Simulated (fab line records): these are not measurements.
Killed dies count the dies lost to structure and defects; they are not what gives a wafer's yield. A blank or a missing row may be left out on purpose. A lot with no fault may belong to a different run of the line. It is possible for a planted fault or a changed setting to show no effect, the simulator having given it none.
fab line records / flow nand-harc
[record] lots = 6 wafers = 18 last-day = 24
route steps=1159 shown A_STAIRCASE@606
lots that met no fault: taken from a fault-free run of the same line
start-h: the number of hours between the record's first day and the start of the first shown wafer of the lot / wait-h: hours since the lot's step before / " same as the row above / L1.1+2: several wafers, shown together as one row / - value missing, or start not given / * or withheld: withheld / < > ~ a bound
route shown NAME@n: a module of which the file shows steps, and the number in the route of the first / usual: the fault-free wafers' mean and standard deviation / same: alike in all rows / chamber/n: place in a boat / sites: each site's reading / _std_site: the values' standard deviation / _edge_site: inner sites' mean taken away from outer sites' mean / radius-mm: how far each site lies from the wafer's centre / mask NAME#n: copy n / behind: the last tool/chamber to shape the wafer / hold: why the lot went on hold/how many hours it stayed there/how the hold came to an end / device: transistor that didn't switch, given as n, p or np / end of line: tests of these same wafers at the route's end / a step given without rows: its recipe and nothing more / killed: dies lost to structure and defects at the first sort, not the wafer's yield / map: a wafer's dies, x killed, . not, _ none there
set.NAME: the setting that was run; set.NAME@STEP: the one run at that earlier step / model.NAME: the simulator's own value behind a step, which no gauge read
a table for each step, a row for each wafer; lots at some steps of the route
services: the hour from which a tool's chamber was out of use, counted from the record's first day as start-h (under 0 if before that day), plus the number of hours and why
[[steps]]
[step NHARC_A_STAIRCASE_SOFTBAKE_212]
[recipe] temp-c = 135 time-s = 170
[step NHARC_A_STAIRCASE_EBR_213]
[step NHARC_A_STAIRCASE_EXPOSE_214]
[recipe] na = 0.5 dose-mj = 31.26 mask-id = STAIR_3
[step NHARC_A_STAIRCASE_PEB_215]
[recipe] peb-temp-c = 115 peb-time-s = 130
[step NHARC_A_STAIRCASE_DEVELOP_216]
[recipe] time-s = 140
[step NHARC_A_STAIRCASE_HARDBAKE_218]
[recipe] temp-c = 120 time-s = 140
[step NHARC_A_STAIRCASE_DESCUM_219]
[recipe] time-s = 3 o2-flow-sccm = 200 ar-flow-sccm = 0 bias-power-w = 0 chemistry = O2
[usual] drypump-motor-current-A = 5.8/0.62 oes-product-au = 1.001/0.012 rf-vpp-V = 57.9/0.85 showerhead-plenum-p-Torr = 1.93/0.11 throttle-valve-pct = 11.312/0.0082
lot.wafer=L972.4 tool=rie-diel-03 chamber=3 start-h=257.59 wait-h=- drypump-motor-current-A=5.5 oes-product-au=1.000 rf-hours-counter-h=12 rf-vpp-V=57.8 showerhead-plenum-p-Torr=1.79 throttle-valve-pct=11.302
lot.wafer=L972.2 tool=rie-diel-03 chamber=1 start-h=257.59 wait-h=- drypump-motor-current-A=5.2 oes-product-au=0.993 rf-hours-counter-h=11 rf-vpp-V=57.2 showerhead-plenum-p-Torr=1.86 throttle-valve-pct=11.322
lot.wafer=L972.5 tool=rie-diel-03 chamber=3 start-h=257.59 wait-h=- drypump-motor-current-A=5.5 oes-product-au=0.999 rf-hours-counter-h=- rf-vpp-V=57.8 showerhead-plenum-p-Torr=1.79 throttle-valve-pct=11.305
lot.wafer=L982.4 tool=rie-diel-02 chamber=2 start-h=325.32 wait-h=- drypump-motor-current-A=6.7 oes-product-au=0.985 rf-hours-counter-h=64 rf-vpp-V=57.8 showerhead-plenum-p-Torr=1.94 throttle-valve-pct=11.301
lot.wafer=L982.6 tool=rie-diel-02 chamber=1 start-h=325.32 wait-h=- drypump-motor-current-A=6.6 oes-product-au=1.001 rf-hours-counter-h=- rf-vpp-V=58.4 showerhead-plenum-p-Torr=1.99 throttle-valve-pct=11.304
lot.wafer=L982.5 tool=rie-diel-02 chamber=2 start-h=325.32 wait-h=- drypump-motor-current-A=6.7 oes-product-au=0.991 rf-hours-counter-h=- rf-vpp-V=58.3 showerhead-plenum-p-Torr=1.94 throttle-valve-pct=11.321
lot.wafer=L988.4 tool=rie-diel-02 chamber=3 start-h=338.89 wait-h=- drypump-motor-current-A=5.5 oes-product-au=0.994 rf-hours-counter-h=1 rf-vpp-V=58.2 showerhead-plenum-p-Torr=1.84 throttle-valve-pct=11.296
lot.wafer=L988.6 tool=rie-diel-02 chamber=1 start-h=338.89 wait-h=- drypump-motor-current-A=6.6 oes-product-au=1.015 rf-hours-counter-h=- rf-vpp-V=57.9 showerhead-plenum-p-Torr=1.99 throttle-valve-pct=11.325
lot.wafer=L988.5 tool=rie-diel-02 chamber=2 start-h=338.89 wait-h=- drypump-motor-current-A=6.8 oes-product-au=1.021 rf-hours-counter-h=- rf-vpp-V=57.7 showerhead-plenum-p-Torr=1.94 throttle-valve-pct=11.321
lot.wafer=L987.3 tool=rie-diel-02 chamber=2 start-h=345.37 wait-h=- drypump-motor-current-A=6.8 oes-product-au=1.010 rf-hours-counter-h=3 rf-vpp-V=57.9 showerhead-plenum-p-Torr=1.94 throttle-valve-pct=11.304
lot.wafer=L987.1 tool=rie-diel-02 chamber=1 start-h=345.37 wait-h=- drypump-motor-current-A=6.6 oes-product-au=1.024 rf-hours-counter-h=3 rf-vpp-V=57.4 showerhead-plenum-p-Torr=1.99 throttle-valve-pct=11.315
lot.wafer=L987.5 tool=rie-diel-02 chamber=3 start-h=345.37 wait-h=- drypump-motor-current-A=5.5 oes-product-au=0.991 rf-hours-counter-h=- rf-vpp-V=57.1 showerhead-plenum-p-Torr=1.84 throttle-valve-pct=11.302
lot.wafer=L990.2 tool=rie-diel-03 chamber=2 start-h=351.67 wait-h=- drypump-motor-current-A=5.5 oes-product-au=1.017 rf-hours-counter-h=38 rf-vpp-V=59.3 showerhead-plenum-p-Torr=2.04 throttle-valve-pct=11.316
lot.wafer=L990.1 tool=rie-diel-03 chamber=3 start-h=351.67 wait-h=- drypump-motor-current-A=5.5 oes-product-au=0.986 rf-hours-counter-h=51 rf-vpp-V=56.0 showerhead-plenum-p-Torr=1.78 throttle-valve-pct=11.318
lot.wafer=L990.3 tool=rie-diel-03 chamber=1 start-h=351.67 wait-h=- drypump-motor-current-A=5.2 oes-product-au=1.001 rf-hours-counter-h=38 rf-vpp-V=57.7 showerhead-plenum-p-Torr=1.86 throttle-valve-pct=11.312
lot.wafer=L991.3 tool=rie-diel-03 chamber=2 start-h=370.71 wait-h=- drypump-motor-current-A=5.5 oes-product-au=1.023 rf-hours-counter-h=45 rf-vpp-V=60.1 showerhead-plenum-p-Torr=2.04 throttle-valve-pct=11.316
lot.wafer=L991.4 tool=rie-diel-03 chamber=0 start-h=370.71 wait-h=- drypump-motor-current-A=5.7 oes-product-au=1.007 rf-hours-counter-h=57 rf-vpp-V=58.1 showerhead-plenum-p-Torr=2.04 throttle-valve-pct=11.312
lot.wafer=L991.6 tool=rie-diel-03 chamber=3 start-h=370.71 wait-h=- drypump-motor-current-A=5.5 oes-product-au=1.009 rf-hours-counter-h=- rf-vpp-V=57.8 showerhead-plenum-p-Torr=1.78 throttle-valve-pct=11.305
[step NHARC_A_STAIRCASE_TRIM_220]
[recipe] time-s = 211.2 o2-flow-sccm = 500 ar-flow-sccm = 0 bias-w = 0 chemistry = O2
[usual] drypump-motor-current-A = 5.8/0.61 oes-product-au = 1.000/0.012 rf-vpp-V = 57.9/0.86 run-length-s = 232.51/0.28 showerhead-plenum-p-Torr = 3.56/0.19 throttle-valve-pct = 17.036/0.0086
lot.wafer=L972.4 tool=rie-diel-03 chamber=1 start-h=257.74 wait-h=0.1 drypump-motor-current-A=5.2 oes-product-au=0.992 rf-hours-counter-h=11 rf-vpp-V=58.0 run-length-s=232.59 showerhead-plenum-p-Torr=3.44 throttle-valve-pct=17.036
lot.wafer=L972.2 tool=rie-diel-03 chamber=2 start-h=257.74 wait-h=0.1 drypump-motor-current-A=5.5 oes-product-au=1.006 rf-hours-counter-h=12 rf-vpp-V=58.4 run-length-s=232.81 showerhead-plenum-p-Torr=3.77 throttle-valve-pct=17.041
lot.wafer=L972.5 tool=rie-diel-03 chamber=3 start-h=257.74 wait-h=0.1 drypump-motor-current-A=5.6 oes-product-au=1.014 rf-hours-counter-h=- rf-vpp-V=57.8 run-length-s=232.56 showerhead-plenum-p-Torr=3.32 throttle-valve-pct=17.036
lot.wafer=L982.4 tool=rie-diel-02 chamber=0 start-h=325.39 wait-h=0.1 drypump-motor-current-A=4.9 oes-product-au=1.004 rf-hours-counter-h=63 rf-vpp-V=57.8 run-length-s=232.52 showerhead-plenum-p-Torr=3.77 throttle-valve-pct=17.047
lot.wafer=L982.5 tool=rie-diel-02 chamber=0 start-h=325.39 wait-h=0.1 drypump-motor-current-A=4.9 oes-product-au=0.987 rf-hours-counter-h=- rf-vpp-V=59.3 run-length-s=232.48 showerhead-plenum-p-Torr=3.77 throttle-valve-pct=17.039
lot.wafer=L982.6 tool=rie-diel-02 chamber=1 start-h=325.39 wait-h=0.1 drypump-motor-current-A=6.6 oes-product-au=1.011 rf-hours-counter-h=- rf-vpp-V=59.2 run-length-s=232.48 showerhead-plenum-p-Torr=3.66 throttle-valve-pct=17.026
lot.wafer=L988.4 tool=rie-diel-02 chamber=2 start-h=338.97 wait-h=0.1 drypump-motor-current-A=6.7 oes-product-au=1.017 rf-hours-counter-h=0 rf-vpp-V=57.6 run-length-s=233.23 showerhead-plenum-p-Torr=3.58 throttle-valve-pct=17.032
lot.wafer=L988.5 tool=rie-diel-02 chamber=1 start-h=338.97 wait-h=0.1 drypump-motor-current-A=6.6 oes-product-au=1.021 rf-hours-counter-h=- rf-vpp-V=57.8 run-length-s=232.22 showerhead-plenum-p-Torr=3.66 throttle-valve-pct=17.038
lot.wafer=L988.6 tool=rie-diel-02 chamber=2 start-h=338.97 wait-h=0.1 drypump-motor-current-A=6.8 oes-product-au=1.019 rf-hours-counter-h=- rf-vpp-V=59.2 run-length-s=232.52 showerhead-plenum-p-Torr=3.58 throttle-valve-pct=17.037
lot.wafer=L987.3 tool=rie-diel-02 chamber=0 start-h=345.48 wait-h=0.1 drypump-motor-current-A=4.9 oes-product-au=1.002 rf-hours-counter-h=3 rf-vpp-V=58.5 run-length-s=232.46 showerhead-plenum-p-Torr=3.77 throttle-valve-pct=17.042
lot.wafer=L987.1 tool=rie-diel-02 chamber=1 start-h=345.48 wait-h=0.1 drypump-motor-current-A=6.6 oes-product-au=1.010 rf-hours-counter-h=3 rf-vpp-V=58.9 run-length-s=232.17 showerhead-plenum-p-Torr=3.66 throttle-valve-pct=17.032
lot.wafer=L987.5 tool=rie-diel-02 chamber=0 start-h=345.48 wait-h=0.1 drypump-motor-current-A=4.9 oes-product-au=0.996 rf-hours-counter-h=- rf-vpp-V=58.2 run-length-s=232.53 showerhead-plenum-p-Torr=3.77 throttle-valve-pct=17.048
lot.wafer=L990.3 tool=rie-diel-03 chamber=2 start-h=351.75 wait-h=0.1 drypump-motor-current-A=5.5 oes-product-au=1.017 rf-hours-counter-h=38 rf-vpp-V=57.5 run-length-s=232.62 showerhead-plenum-p-Torr=3.75 throttle-valve-pct=17.035
lot.wafer=L990.1 tool=rie-diel-03 chamber=3 start-h=351.75 wait-h=0.1 drypump-motor-current-A=5.6 oes-product-au=1.006 rf-hours-counter-h=51 rf-vpp-V=57.2 run-length-s=232.85 showerhead-plenum-p-Torr=3.30 throttle-valve-pct=17.038
lot.wafer=L990.2 tool=rie-diel-03 chamber=1 start-h=351.75 wait-h=0.1 drypump-motor-current-A=5.2 oes-product-au=0.998 rf-hours-counter-h=38 rf-vpp-V=57.6 run-length-s=232.50 showerhead-plenum-p-Torr=3.43 throttle-valve-pct=17.039
lot.wafer=L991.3 tool=rie-diel-03 chamber=3 start-h=370.85 wait-h=0.1 drypump-motor-current-A=5.6 oes-product-au=1.000 rf-hours-counter-h=60 rf-vpp-V=57.3 run-length-s=232.75 showerhead-plenum-p-Torr=3.30 throttle-valve-pct=17.030
lot.wafer=L991.4 tool=rie-diel-03 chamber=1 start-h=370.85 wait-h=0.1 drypump-motor-current-A=5.2 oes-product-au=1.003 rf-hours-counter-h=44 rf-vpp-V=56.8 run-length-s=232.15 showerhead-plenum-p-Torr=3.43 throttle-valve-pct=17.042
lot.wafer=L991.6 tool=rie-diel-03 chamber=0 start-h=370.85 wait-h=0.1 drypump-motor-current-A=5.7 oes-product-au=1.006 rf-hours-counter-h=- rf-vpp-V=58.3 run-length-s=232.85 showerhead-plenum-p-Torr=3.74 throttle-valve-pct=17.052
[step NHARC_A_STAIRCASE_ETCH_221]
[recipe] target-depth-a = 1000 time-s = 40.5 ion-energy-ev = 400 c4f8-flow-sccm = 20 o2-flow-sccm = 10 ar-flow-sccm = withheld rf-w = 600 bias-w = 1000 chemistry = C4F8/O2
[usual] oes-product-au = 0.939/0.014 rf-vpp-V = 897/6.6
lot.wafer=L972.2 tool=rie-diel-03 chamber=0 start-h=- wait-h=- oes-product-au=0.930 rf-hours-counter-h=11 rf-vpp-V=904
lot.wafer=L972.4 tool=rie-diel-03 chamber=1 start-h=- wait-h=- oes-product-au=0.922 rf-hours-counter-h=11 rf-vpp-V=892
lot.wafer=L972.5 tool=rie-diel-03 chamber=2 start-h=- wait-h=- oes-product-au=0.922 rf-hours-counter-h=- rf-vpp-V=903
lot.wafer=L982.4 tool=rie-diel-02 chamber=3 start-h=- wait-h=- oes-product-au=0.954 rf-hours-counter-h=64 rf-vpp-V=892
lot.wafer=L982.5 tool=rie-diel-02 chamber=2 start-h=- wait-h=- oes-product-au=0.934 rf-hours-counter-h=- rf-vpp-V=896
lot.wafer=L982.6 tool=rie-diel-02 chamber=3 start-h=- wait-h=- oes-product-au=0.944 rf-hours-counter-h=- rf-vpp-V=892
lot.wafer=L988.4 tool=rie-diel-02 chamber=0 start-h=- wait-h=- oes-product-au=0.930 rf-hours-counter-h=1 rf-vpp-V=906
lot.wafer=L988.5 tool=rie-diel-02 chamber=2 start-h=- wait-h=- oes-product-au=0.949 rf-hours-counter-h=- rf-vpp-V=898
lot.wafer=L988.6 tool=rie-diel-02 chamber=3 start-h=- wait-h=- oes-product-au=0.925 rf-hours-counter-h=- rf-vpp-V=892
lot.wafer=L987.3 tool=rie-diel-02 chamber=1 start-h=- wait-h=- oes-product-au=0.943 rf-hours-counter-h=3 rf-vpp-V=901
lot.wafer=L987.1 tool=rie-diel-02 chamber=3 start-h=- wait-h=- oes-product-au=0.920 rf-hours-counter-h=3 rf-vpp-V=891
lot.wafer=L987.5 tool=rie-diel-02 chamber=2 start-h=- wait-h=- oes-product-au=0.944 rf-hours-counter-h=- rf-vpp-V=898
lot.wafer=L990.1 tool=rie-diel-03 chamber=1 start-h=- wait-h=- oes-product-au=0.962 rf-hours-counter-h=38 rf-vpp-V=893
lot.wafer=L990.2 tool=rie-diel-03 chamber=2 start-h=- wait-h=- oes-product-au=0.955 rf-hours-counter-h=38 rf-vpp-V=903
lot.wafer=L990.3 tool=rie-diel-03 chamber=3 start-h=- wait-h=- oes-product-au=0.936 rf-hours-counter-h=51 rf-vpp-V=888
lot.wafer=L991.3 tool=rie-diel-03 chamber=3 start-h=- wait-h=- oes-product-au=0.934 rf-hours-counter-h=60 rf-vpp-V=887
lot.wafer=L991.4 tool=rie-diel-03 chamber=1 start-h=- wait-h=- oes-product-au=0.929 rf-hours-counter-h=44 rf-vpp-V=893
lot.wafer=L991.6 tool=rie-diel-03 chamber=3 start-h=- wait-h=- oes-product-au=0.932 rf-hours-counter-h=- rf-vpp-V=887
[step NHARC_A_STAIRCASE_TRIM_222]
[recipe] time-s = 211.2 o2-flow-sccm = 500 ar-flow-sccm = 0 bias-w = 0 chemistry = O2
[step NHARC_A_STAIRCASE_ETCH_223]
[recipe] target-depth-a = 1000 time-s = 40.5 ion-energy-ev = 400 c4f8-flow-sccm = 20 o2-flow-sccm = 10 ar-flow-sccm = withheld rf-w = 600 bias-w = 1000 chemistry = C4F8/O2
[usual] oes-product-au = 0.942/0.013 rf-vpp-V = 897/6.7
lot.wafer=L972.4 tool=rie-diel-03 chamber=1 start-h=- wait-h=- oes-product-au=0.919 rf-hours-counter-h=11 rf-vpp-V=894
lot.wafer=L972.2 tool=rie-diel-03 chamber=2 start-h=- wait-h=- oes-product-au=0.923 rf-hours-counter-h=12 rf-vpp-V=904
lot.wafer=L972.5 tool=rie-diel-03 chamber=0 start-h=- wait-h=- oes-product-au=0.932 rf-hours-counter-h=- rf-vpp-V=905
lot.wafer=L982.4 tool=rie-diel-02 chamber=2 start-h=- wait-h=- oes-product-au=0.941 rf-hours-counter-h=64 rf-vpp-V=897
lot.wafer=L982.5 tool=rie-diel-02 chamber=1 start-h=- wait-h=- oes-product-au=0.942 rf-hours-counter-h=- rf-vpp-V=901
lot.wafer=L982.6 tool=rie-diel-02 chamber=2 start-h=- wait-h=- oes-product-au=0.936 rf-hours-counter-h=- rf-vpp-V=897
lot.wafer=L988.4 tool=rie-diel-02 chamber=1 start-h=- wait-h=- oes-product-au=0.950 rf-hours-counter-h=1 rf-vpp-V=901
lot.wafer=L988.5 tool=rie-diel-02 chamber=0 start-h=- wait-h=- oes-product-au=0.933 rf-hours-counter-h=- rf-vpp-V=904
lot.wafer=L988.6 tool=rie-diel-02 chamber=1 start-h=- wait-h=- oes-product-au=0.952 rf-hours-counter-h=- rf-vpp-V=900
lot.wafer=L987.3 tool=rie-diel-02 chamber=1 start-h=- wait-h=- oes-product-au=0.953 rf-hours-counter-h=3 rf-vpp-V=902
lot.wafer=L987.1 tool=rie-diel-02 chamber=0 start-h=- wait-h=- oes-product-au=0.934 rf-hours-counter-h=3 rf-vpp-V=904
lot.wafer=L987.5 tool=rie-diel-02 chamber=1 start-h=- wait-h=- oes-product-au=0.954 rf-hours-counter-h=- rf-vpp-V=902
lot.wafer=L990.3 tool=rie-diel-03 chamber=3 start-h=- wait-h=- oes-product-au=0.942 rf-hours-counter-h=51 rf-vpp-V=887
lot.wafer=L990.1 tool=rie-diel-03 chamber=0 start-h=- wait-h=- oes-product-au=0.973 rf-hours-counter-h=49 rf-vpp-V=903
lot.wafer=L990.2 tool=rie-diel-03 chamber=1 start-h=- wait-h=- oes-product-au=0.957 rf-hours-counter-h=38 rf-vpp-V=892
lot.wafer=L991.4 tool=rie-diel-03 chamber=3 start-h=- wait-h=- oes-product-au=0.944 rf-hours-counter-h=60 rf-vpp-V=887
lot.wafer=L991.3 tool=rie-diel-03 chamber=1 start-h=- wait-h=- oes-product-au=0.927 rf-hours-counter-h=45 rf-vpp-V=891
lot.wafer=L991.6 tool=rie-diel-03 chamber=3 start-h=- wait-h=- oes-product-au=0.954 rf-hours-counter-h=- rf-vpp-V=889
[step NHARC_A_STAIRCASE_TRIM_224]
[recipe] time-s = 211.2 o2-flow-sccm = 500 ar-flow-sccm = 0 bias-w = 0 chemistry = O2
[usual] drypump-motor-current-A = 5.8/0.62 oes-product-au = 1.001/0.013 rf-vpp-V = 57.9/0.89 run-length-s = 232.48/0.27 showerhead-plenum-p-Torr = 3.57/0.18 throttle-valve-pct = 17.036/0.0093
lot.wafer=L972.4 tool=rie-diel-03 chamber=0 start-h=258.28 wait-h=- drypump-motor-current-A=5.7 oes-product-au=1.001 rf-hours-counter-h=11 rf-vpp-V=57.9 run-length-s=232.94 showerhead-plenum-p-Torr=3.77 throttle-valve-pct=17.040
lot.wafer=L972.2 tool=rie-diel-03 chamber=1 start-h=258.28 wait-h=- drypump-motor-current-A=5.2 oes-product-au=0.997 rf-hours-counter-h=11 rf-vpp-V=56.3 run-length-s=232.05 showerhead-plenum-p-Torr=3.44 throttle-valve-pct=17.036
lot.wafer=L972.5 tool=rie-diel-03 chamber=3 start-h=258.28 wait-h=- drypump-motor-current-A=5.5 oes-product-au=0.996 rf-hours-counter-h=- rf-vpp-V=57.3 run-length-s=232.09 showerhead-plenum-p-Torr=3.32 throttle-valve-pct=17.038
lot.wafer=L982.4 tool=rie-diel-02 chamber=1 start-h=326.01 wait-h=- drypump-motor-current-A=6.6 oes-product-au=1.006 rf-hours-counter-h=61 rf-vpp-V=59.7 run-length-s=232.32 showerhead-plenum-p-Torr=3.66 throttle-valve-pct=17.048
lot.wafer=L982.6 tool=rie-diel-02 chamber=1 start-h=326.01 wait-h=- drypump-motor-current-A=6.6 oes-product-au=1.004 rf-hours-counter-h=- rf-vpp-V=57.3 run-length-s=232.19 showerhead-plenum-p-Torr=3.66 throttle-valve-pct=17.030
lot.wafer=L982.5 tool=rie-diel-02 chamber=2 start-h=326.01 wait-h=- drypump-motor-current-A=6.7 oes-product-au=0.998 rf-hours-counter-h=- rf-vpp-V=58.1 run-length-s=233.07 showerhead-plenum-p-Torr=3.58 throttle-valve-pct=17.028
lot.wafer=L988.4 tool=rie-diel-02 chamber=1 start-h=340.12 wait-h=- drypump-motor-current-A=6.6 oes-product-au=1.021 rf-hours-counter-h=1 rf-vpp-V=58.5 run-length-s=160.87 showerhead-plenum-p-Torr=3.66 throttle-valve-pct=17.030
lot.wafer=L988.6 tool=rie-diel-02 chamber=2 start-h=340.12 wait-h=- drypump-motor-current-A=6.7 oes-product-au=1.015 rf-hours-counter-h=- rf-vpp-V=57.7 run-length-s=160.88 showerhead-plenum-p-Torr=3.58 throttle-valve-pct=17.037
lot.wafer=L988.5 tool=rie-diel-02 chamber=3 start-h=340.12 wait-h=- drypump-motor-current-A=5.4 oes-product-au=0.995 rf-hours-counter-h=- rf-vpp-V=57.1 run-length-s=161.33 showerhead-plenum-p-Torr=3.41 throttle-valve-pct=17.037
lot.wafer=L987.3 tool=rie-diel-02 chamber=3 start-h=346.27 wait-h=- drypump-motor-current-A=5.5 oes-product-au=0.999 rf-hours-counter-h=4 rf-vpp-V=57.6 run-length-s=161.09 showerhead-plenum-p-Torr=3.41 throttle-valve-pct=17.046
lot.wafer=L987.1 tool=rie-diel-02 chamber=1 start-h=346.27 wait-h=- drypump-motor-current-A=6.6 oes-product-au=1.017 rf-hours-counter-h=3 rf-vpp-V=58.1 run-length-s=161.25 showerhead-plenum-p-Torr=3.66 throttle-valve-pct=17.029
lot.wafer=L987.5 tool=rie-diel-02 chamber=0 start-h=346.27 wait-h=- drypump-motor-current-A=4.9 oes-product-au=1.000 rf-hours-counter-h=- rf-vpp-V=60.3 run-length-s=161.16 showerhead-plenum-p-Torr=3.77 throttle-valve-pct=17.026
lot.wafer=L990.1 tool=rie-diel-03 chamber=2 start-h=352.21 wait-h=- drypump-motor-current-A=5.5 oes-product-au=1.016 rf-hours-counter-h=38 rf-vpp-V=58.8 run-length-s=232.67 showerhead-plenum-p-Torr=3.75 throttle-valve-pct=17.039
lot.wafer=L990.3 tool=rie-diel-03 chamber=3 start-h=352.21 wait-h=- drypump-motor-current-A=5.6 oes-product-au=0.994 rf-hours-counter-h=51 rf-vpp-V=58.4 run-length-s=232.44 showerhead-plenum-p-Torr=3.30 throttle-valve-pct=17.038
lot.wafer=L990.2 tool=rie-diel-03 chamber=1 start-h=352.21 wait-h=- drypump-motor-current-A=5.2 oes-product-au=1.008 rf-hours-counter-h=38 rf-vpp-V=57.7 run-length-s=232.11 showerhead-plenum-p-Torr=3.43 throttle-valve-pct=17.023
lot.wafer=L991.3 tool=rie-diel-03 chamber=2 start-h=371.33 wait-h=- drypump-motor-current-A=5.5 oes-product-au=1.016 rf-hours-counter-h=45 rf-vpp-V=58.1 run-length-s=232.80 showerhead-plenum-p-Torr=3.75 throttle-valve-pct=17.049
lot.wafer=L991.4 tool=rie-diel-03 chamber=3 start-h=371.33 wait-h=- drypump-motor-current-A=5.6 oes-product-au=1.015 rf-hours-counter-h=60 rf-vpp-V=57.6 run-length-s=232.33 showerhead-plenum-p-Torr=3.30 throttle-valve-pct=17.048
lot.wafer=L991.6 tool=rie-diel-03 chamber=1 start-h=371.33 wait-h=- drypump-motor-current-A=5.2 oes-product-au=1.005 rf-hours-counter-h=- rf-vpp-V=57.0 run-length-s=232.16 showerhead-plenum-p-Torr=3.43 throttle-valve-pct=17.032
[step NHARC_A_STAIRCASE_ETCH_225]
[recipe] target-depth-a = 1000 time-s = 40.5 ion-energy-ev = 400 c4f8-flow-sccm = 20 o2-flow-sccm = 10 ar-flow-sccm = withheld rf-w = 600 bias-w = 1000 chemistry = C4F8/O2
[usual] oes-product-au = 0.943/0.013 rf-vpp-V = 897/6.6
lot.wafer=L972.4 tool=rie-diel-03 chamber=3 start-h=- wait-h=- oes-product-au=0.936 rf-hours-counter-h=12 rf-vpp-V=890
lot.wafer=L972.2 tool=rie-diel-03 chamber=1 start-h=- wait-h=- oes-product-au=0.932 rf-hours-counter-h=11 rf-vpp-V=893
lot.wafer=L972.5 tool=rie-diel-03 chamber=3 start-h=- wait-h=- oes-product-au=0.940 rf-hours-counter-h=- rf-vpp-V=888
lot.wafer=L982.4 tool=rie-diel-02 chamber=0 start-h=- wait-h=- oes-product-au=0.925 rf-hours-counter-h=64 rf-vpp-V=906
lot.wafer=L982.6 tool=rie-diel-02 chamber=2 start-h=- wait-h=- oes-product-au=0.926 rf-hours-counter-h=- rf-vpp-V=897
lot.wafer=L982.5 tool=rie-diel-02 chamber=3 start-h=- wait-h=- oes-product-au=0.930 rf-hours-counter-h=- rf-vpp-V=891
lot.wafer=L988.4 tool=rie-diel-02 chamber=1 start-h=- wait-h=- oes-product-au=0.978 rf-hours-counter-h=2 rf-vpp-V=902
lot.wafer=L988.6 tool=rie-diel-02 chamber=2 start-h=- wait-h=- oes-product-au=0.966 rf-hours-counter-h=- rf-vpp-V=898
lot.wafer=L988.5 tool=rie-diel-02 chamber=3 start-h=- wait-h=- oes-product-au=0.938 rf-hours-counter-h=- rf-vpp-V=891
lot.wafer=L987.3 tool=rie-diel-02 chamber=1 start-h=- wait-h=- oes-product-au=0.958 rf-hours-counter-h=3 rf-vpp-V=903
lot.wafer=L987.1 tool=rie-diel-02 chamber=0 start-h=- wait-h=- oes-product-au=0.923 rf-hours-counter-h=3 rf-vpp-V=904
lot.wafer=L987.5 tool=rie-diel-02 chamber=1 start-h=- wait-h=- oes-product-au=0.965 rf-hours-counter-h=- rf-vpp-V=900
lot.wafer=L990.1 tool=rie-diel-03 chamber=1 start-h=- wait-h=- oes-product-au=0.960 rf-hours-counter-h=38 rf-vpp-V=893
lot.wafer=L990.3 tool=rie-diel-03 chamber=2 start-h=- wait-h=- oes-product-au=0.965 rf-hours-counter-h=38 rf-vpp-V=903
lot.wafer=L990.2 tool=rie-diel-03 chamber=0 start-h=- wait-h=- oes-product-au=0.961 rf-hours-counter-h=49 rf-vpp-V=903
lot.wafer=L991.3 tool=rie-diel-03 chamber=2 start-h=- wait-h=- oes-product-au=0.965 rf-hours-counter-h=45 rf-vpp-V=902
lot.wafer=L991.4 tool=rie-diel-03 chamber=3 start-h=- wait-h=- oes-product-au=0.957 rf-hours-counter-h=60 rf-vpp-V=887
lot.wafer=L991.6 tool=rie-diel-03 chamber=2 start-h=- wait-h=- oes-product-au=0.961 rf-hours-counter-h=- rf-vpp-V=903
[[services]]
tool=rie-diel-02 chamber=3 start-h=238.15 hours=6.9 kind=repair
tool=rie-diel-03 chamber=0 start-h=249.55 hours=- kind=clean
tool=rie-diel-03 chamber=1 start-h=249.55 hours=- kind=clean
tool=rie-diel-03 chamber=2 start-h=249.55 hours=- kind=clean
tool=rie-diel-03 chamber=3 start-h=249.55 hours=- kind=clean
tool=rie-diel-02 chamber=0 start-h=257.85 hours=- kind=clean
tool=rie-diel-02 chamber=1 start-h=257.85 hours=- kind=clean
tool=rie-diel-02 chamber=2 start-h=257.85 hours=- kind=clean
tool=rie-diel-02 chamber=3 start-h=257.85 hours=- kind=clean
tool=rie-diel-03 chamber=0 start-h=274.07 hours=- kind=clean
tool=rie-diel-03 chamber=1 start-h=274.07 hours=- kind=clean
tool=rie-diel-03 chamber=2 start-h=274.07 hours=- kind=clean
tool=rie-diel-03 chamber=3 start-h=274.07 hours=- kind=clean
tool=rie-diel-02 chamber=0 start-h=282.35 hours=- kind=clean
tool=rie-diel-02 chamber=1 start-h=282.35 hours=- kind=clean
tool=rie-diel-02 chamber=2 start-h=282.35 hours=- kind=clean
tool=rie-diel-02 chamber=3 start-h=282.35 hours=- kind=clean
tool=rie-diel-03 chamber=0 start-h=298.57 hours=- kind=clean
tool=rie-diel-03 chamber=1 start-h=298.57 hours=- kind=clean
tool=rie-diel-03 chamber=2 start-h=298.57 hours=- kind=clean
tool=rie-diel-03 chamber=3 start-h=298.57 hours=- kind=clean
tool=rie-diel-02 chamber=0 start-h=306.92 hours=- kind=clean
tool=rie-diel-03 chamber=2 start-h=312.97 hours=20.5 kind=repair
tool=rie-diel-02 chamber=- start-h=327.80 hours=9.0 kind=pm
[[key]]
[first-sign] step = NHARC_A_STAIRCASE_TRIM_224 reading = run-length-s direction = down sigmas = 99+ usual = * struck = *
effect none on later readings
met-at NHARC_A_STAIRCASE_TRIM_224
struck-wafers L987.1,L987.3,L987.5,L988.4,L988.5,L988.6
sort-left-out L987.1,L987.3,L987.5,L988.4,L988.5,L988.6
tester-left-out L987,L988
onset-between 326.01 340.12
[fault] kind = process-parameter-drift tool = rie-diel-02 chamber = - onset-h = 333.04 steps = NHARC_A_STAIRCASE_TRIM_224 channel = time-s offset = * shape = step end-h = 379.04 acts-in = * stated = *
// tester-left-out: of these lots the tester's yield and bins aren't shown, on N5 and GAA mostly nor the transistor test; their killed dies are dies lost to structure and defects alone, not to doping, threshold or leakage, so they don't give the yield
// sort-left-out: the simulated sort isn't trusted on such a fault, so these wafers' sort isn't shown, and their yield isn't known
